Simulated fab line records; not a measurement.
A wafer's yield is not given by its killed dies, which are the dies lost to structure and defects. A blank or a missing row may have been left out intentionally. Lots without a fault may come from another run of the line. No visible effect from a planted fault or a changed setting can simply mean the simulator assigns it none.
Chamber matching -- flow nand-harc -- 4 sister chambers for NHARC_P_CONTACT_ETCH_35 on rie-diel-02
The step etches the open film in CF4, target depth 39 nm, time 65 s. 18 wafers are shown with their chamber, then 9 later ones without.

## EACH WAFER AND ITS CHAMBER
wafer,chamber,drypump-motor-current-A (A),rf-vpp-V (V),oes-product-au (a.u.)
L075.1,2,5.2,151.6,0.989
L075.2,1,5.2,153.3,0.989
L075.4,3,5.8,151.7,0.990
L076.1,3,5.8,150.1,0.997
L076.4,1,5.1,150.6,0.994
L076.5,0,6.3,152.5,0.987
L079.1,0,6.4,151.1,1.008
L079.2,2,5.2,151.1,1.004
L079.6,2,5.3,151.8,1.000
L082.1,0,6.3,151.6,1.012
L082.2,2,5.2,150.8,1.006
L082.3,1,5.1,152.8,0.994
L086.1,0,6.3,150.9,1.004
L086.2,1,5.2,153.0,0.993
L086.4,3,5.8,152.4,1.003
L091.1,1,5.1,152.2,1.006
L091.2,2,5.3,152.1,0.991
L091.4,3,5.8,152.2,1.009

SIGNATURES, as means of the wafers listed above
reading,chamber 0,chamber 1,chamber 2,chamber 3,scatter within a chamber
drypump-motor-current-A,6.325,5.140,5.240,5.800,0.0474
rf-vpp-V,151.525,152.380,151.480,151.600,0.866
oes-product-au,1.00275,0.99520,0.99800,0.99975,0.00827
Rule: a wafer's distance from a chamber is the root of the sum, over the readings, of the square of ((its reading less the chamber's mean) divided by the reading's scatter). If the next closest chamber is less than 2 further off than the closest, the wafer can't be placed; otherwise it belongs to the closest. How the scatter is found: for the shown wafers, subtract from each reading the mean of its chamber, square and add these, divide the total by (wafers less chambers), then take the root.

## WAFERS MISSING THEIR CHAMBER
wafer,drypump-motor-current-A (A),rf-vpp-V (V),oes-product-au (a.u.)
L094.2,6.3,150.7,1.004
L094.3,5.2,154.1,0.985
L094.4,5.8,151.6,0.999
L095.1,6.3,151.3,1.007
L095.2,5.8,151.8,1.008
L095.3,5.1,152.9,0.991
L096.1,6.3,150.2,1.006
L096.2,5.8,150.9,1.001
L096.5,5.8,150.6,1.009

## THE CHAMBER EACH PASSED THROUGH
wafer,from the rows above,in truth
L094.2,0,0
L094.3,can't be placed: 1 or 2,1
L094.4,3,3
L095.1,0,0
L095.2,3,3
L095.3,1,1
L096.1,0,0
L096.2,3,3
L096.5,3,3
Correct placement for 8 of the 9. Not placeable from these rows: 1 (in 1, the candidates include the true chamber). Number placed wrongly: 0.
